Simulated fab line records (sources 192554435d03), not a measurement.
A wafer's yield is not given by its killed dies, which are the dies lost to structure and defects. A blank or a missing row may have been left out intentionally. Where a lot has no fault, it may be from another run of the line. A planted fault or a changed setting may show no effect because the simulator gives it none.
Which tool is to blame? | flow n5-finfet | Sampling: 8 lots, 24 wafers, 5 of 1938 route steps

## WHAT EACH GAUGE READ, for each wafer
N5_SD_EPI_N_INSPECT_11: inspects for defects (macro).
lot  | measured    | on                | raw-defect-count
L421 | day 3 09:15 | defect-inspect-01 | 1 2 3
L427 | day 4 19:28 | defect-inspect-01 | 0 3 2
L431 | day 5 21:02 | defect-inspect-01 | >300 298 >300
L432 | day 6 07:26 | defect-inspect-01 | >300 >300 >300
L433 | day 6 08:05 | defect-inspect-01 | >300 >300 >300
L438 | day 7 12:55 | defect-inspect-01 | 1 4 3
L440 | day 8 02:13 | defect-inspect-02 | 1 0 1
L443 | day 8 19:16 | defect-inspect-01 | 1 2 3

## EACH LOT AND THE TOOL THAT RAN IT (in order: tool; ch and the chambers of the sampled wafers; start)
lot  | N5_DUMMY_GATE_ALD_02             | N5_DUMMY_GATE_TRIM_49           | N5_DUMMY_GATE_ETCH_32           | N5_SPACER0_ALD_08
L421 | ald-sin-03 ch 0,2, day 2 18:46   | rie-si-04 ch 0,1,3, day 3 07:16 | rie-si-01 ch 0,1,2, day 3 07:42 | ald-sin-02 ch 0,2,3, day 3 08:38
L427 | ald-sin-03 ch 0,1,2, day 4 07:33 | rie-si-04 ch 0,1,2, day 4 16:17 | rie-si-01 ch 0,1,2, day 4 16:44 | ald-sin-04 ch 2,3, day 4 18:51
L431 | ald-sin-01 ch 0,2,3, day 5 10:11 | rie-si-04 ch 0,3, day 5 19:04   | rie-si-01 ch 1,2,3, day 5 19:31 | ald-sin-04 ch 1,2,3, day 5 20:26
L432 | ald-sin-03 ch 0,1,2, day 5 16:43 | rie-si-04 ch 1,2,3, day 6 05:17 | rie-si-01 ch 1,3, day 6 05:50   | ald-sin-01 ch 0,1,3, day 6 06:56
L433 | ald-sin-04 ch 1,2,3, day 5 21:06 | rie-si-03 ch 0,1,2, day 6 05:52 | rie-si-01 ch 1,2,3, day 6 06:33 | ald-sin-01 ch 0,3, day 6 07:29
L438 | ald-sin-03 ch 1,3, day 7 01:31   | rie-si-01 ch 0,2, day 7 10:23   | rie-si-03 ch 0,2, day 7 11:06   | ald-sin-02 ch 0,2, day 7 12:18
L440 | ald-sin-01 ch 0,2, day 7 14:53   | rie-si-04 ch 1,2,3, day 7 23:37 | rie-si-03 ch 0,1,2, day 8 00:18 | ald-sin-02 ch 0,1, day 8 01:44
L443 | ald-sin-04 ch 1,2,3, day 8 07:59 | rie-si-04 ch 2,3, day 8 16:59   | rie-si-01 ch 1,2,3, day 8 17:27 | ald-sin-04 ch 0,1,2, day 8 18:47
- N5_DUMMY_GATE_ALD_02: deposits SiO2, target thk 2 nm, pulse time 1 s.
- N5_DUMMY_GATE_TRIM_49: chemistry O2, time 29 s, target cd 14 nm.
- N5_DUMMY_GATE_ETCH_32: etches SiO2 in CF4, target depth 3.5 nm, time 3.9 s.
- N5_SPACER0_ALD_08: deposits SiNx, target thk 2 nm.

## THE ANSWER, worked out from the rows above alone
Rule: the lots themselves supply what counts as usual. Put in order of their means at a reading, lots are off if they are a third of the lots or fewer, leave a main group of 4 or more, and stand apart from it by a gap of 3 or more times the standard deviation of the main group's means; of several such gaps the widest counts. A main group whose means are all the same, to the digits that the tables above print for the reading, isn't used. Also off: a lot with no number at a reading for which 4 or more lots have one. Where the step has rows for the other lots, those lots are counted as sound.
Off: L431, L432, L433, at N5_SD_EPI_N_INSPECT_11 (raw-defect-count). Without a number there: L432, L433. The main group: mean 1.8, standard deviation 0.65.
If a tool, at a process step before that reading, ran all the lots that are off and no sound lot after the first of them, it fits. Those tools and the gauges at N5_SD_EPI_N_INSPECT_11 are tried in the same way. None of those tried fits.

## WHAT THE SIMULATOR PUT IN
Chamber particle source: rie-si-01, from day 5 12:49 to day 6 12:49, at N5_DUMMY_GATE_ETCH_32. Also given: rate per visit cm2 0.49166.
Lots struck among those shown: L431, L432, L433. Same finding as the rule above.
